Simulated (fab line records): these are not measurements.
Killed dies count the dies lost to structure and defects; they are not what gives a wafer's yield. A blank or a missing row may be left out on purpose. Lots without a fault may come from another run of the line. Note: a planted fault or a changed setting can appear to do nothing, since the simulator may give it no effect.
Matching of chambers / flow nand_harc / NHARC_P_M1_ETCH_35 on rie_diel-11: 4 sister chambers
The step etches the open film in N2/H2, target depth 40 nm, overetch 12 nm, time 43.94 s. 18 wafers are shown with their chamber, then 9 later ones without.

WAFERS WITH THEIR CHAMBER
wafer=L077.3; chamber=2; drypump_motor_current_A (A)=6.5; oes_product_au (a.u.)=0.992; rf_vpp_V (V)=430.4
wafer=L077.4; chamber=3; drypump_motor_current_A (A)=5.8; oes_product_au (a.u.)=1.013; rf_vpp_V (V)=429.6
wafer=L077.6; chamber=1; drypump_motor_current_A (A)=5.5; oes_product_au (a.u.)=1.013; rf_vpp_V (V)=429.0
wafer=L076.1; chamber=2; drypump_motor_current_A (A)=6.5; oes_product_au (a.u.)=0.986; rf_vpp_V (V)=429.0
wafer=L076.2; chamber=1; drypump_motor_current_A (A)=5.5; oes_product_au (a.u.)=1.016; rf_vpp_V (V)=426.8
wafer=L076.3; chamber=0; drypump_motor_current_A (A)=5.5; oes_product_au (a.u.)=1.010; rf_vpp_V (V)=430.4
wafer=L076.4; chamber=3; drypump_motor_current_A (A)=5.8; oes_product_au (a.u.)=1.016; rf_vpp_V (V)=429.5
wafer=L076.5; chamber=1; drypump_motor_current_A (A)=5.5; oes_product_au (a.u.)=1.014; rf_vpp_V (V)=427.3
wafer=L076.6; chamber=2; drypump_motor_current_A (A)=6.5; oes_product_au (a.u.)=0.988; rf_vpp_V (V)=430.9
wafer=L083.1; chamber=2; drypump_motor_current_A (A)=6.5; oes_product_au (a.u.)=0.977; rf_vpp_V (V)=429.7
wafer=L083.3; chamber=3; drypump_motor_current_A (A)=5.7; oes_product_au (a.u.)=1.018; rf_vpp_V (V)=429.4
wafer=L083.6; chamber=2; drypump_motor_current_A (A)=6.5; oes_product_au (a.u.)=0.974; rf_vpp_V (V)=430.6
wafer=L088.2; chamber=0; drypump_motor_current_A (A)=5.5; oes_product_au (a.u.)=0.989; rf_vpp_V (V)=429.5
wafer=L088.4; chamber=1; drypump_motor_current_A (A)=5.4; oes_product_au (a.u.)=0.990; rf_vpp_V (V)=428.4
wafer=L088.5; chamber=3; drypump_motor_current_A (A)=5.7; oes_product_au (a.u.)=1.011; rf_vpp_V (V)=431.5
wafer=L090.2; chamber=3; drypump_motor_current_A (A)=5.8; oes_product_au (a.u.)=1.008; rf_vpp_V (V)=429.0
wafer=L090.5; chamber=3; drypump_motor_current_A (A)=5.8; oes_product_au (a.u.)=1.014; rf_vpp_V (V)=430.0
wafer=L090.6; chamber=0; drypump_motor_current_A (A)=5.5; oes_product_au (a.u.)=1.004; rf_vpp_V (V)=429.6

SIGNATURES (averages over the wafers above)
reading=drypump_motor_current_A; chamber 0=5.500; chamber 1=5.475; chamber 2=6.500; chamber 3=5.767; scatter within a chamber=0.0386
reading=oes_product_au; chamber 0=1.00100; chamber 1=1.00825; chamber 2=0.98340; chamber 3=1.01333; scatter within a chamber=0.00835
reading=rf_vpp_V; chamber 0=429.833; chamber 1=427.875; chamber 2=430.120; chamber 3=429.833; scatter within a chamber=0.833
Rule: distance of a wafer from a chamber = root of the sum over the readings of ((wafer's reading minus chamber's mean) / reading's scatter) squared. The wafer belongs to the nearest chamber; if the next one is less than 2 further off, it can't be placed. The scatter: take each reading less its chamber's mean, square it, sum over the shown wafers, divide by the number of wafers less the number of chambers, and take the root.

WAFERS MISSING THEIR CHAMBER
wafer=L092.1; drypump_motor_current_A (A)=5.8; oes_product_au (a.u.)=1.020; rf_vpp_V (V)=428.5
wafer=L092.3; drypump_motor_current_A (A)=5.5; oes_product_au (a.u.)=1.002; rf_vpp_V (V)=430.6
wafer=L092.4; drypump_motor_current_A (A)=6.5; oes_product_au (a.u.)=0.968; rf_vpp_V (V)=430.4
wafer=L094.1; drypump_motor_current_A (A)=6.5; oes_product_au (a.u.)=0.968; rf_vpp_V (V)=430.4
wafer=L094.2; drypump_motor_current_A (A)=5.8; oes_product_au (a.u.)=1.015; rf_vpp_V (V)=429.7
wafer=L094.4; drypump_motor_current_A (A)=5.4; oes_product_au (a.u.)=1.008; rf_vpp_V (V)=428.1
wafer=L097.2; drypump_motor_current_A (A)=5.5; oes_product_au (a.u.)=0.986; rf_vpp_V (V)=429.3
wafer=L097.4; drypump_motor_current_A (A)=5.8; oes_product_au (a.u.)=1.017; rf_vpp_V (V)=428.6
wafer=L097.5; drypump_motor_current_A (A)=6.6; oes_product_au (a.u.)=0.963; rf_vpp_V (V)=430.7

WHICH CHAMBER EACH ONE RAN IN
wafer=L092.1; from the rows above=3; in truth=3
wafer=L092.3; from the rows above=0; in truth=0
wafer=L092.4; from the rows above=2; in truth=2
wafer=L094.1; from the rows above=2; in truth=2
wafer=L094.2; from the rows above=3; in truth=3
wafer=L094.4; from the rows above=can't be placed: 1 or 0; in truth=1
wafer=L097.2; from the rows above=can't be placed: 0 or 1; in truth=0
wafer=L097.4; from the rows above=3; in truth=3
wafer=L097.5; from the rows above=2; in truth=2
Placed correctly: 7 of 9. Can't be placed from these rows: 2 (the true chamber is among the candidates in 2). Placed wrongly: 0.
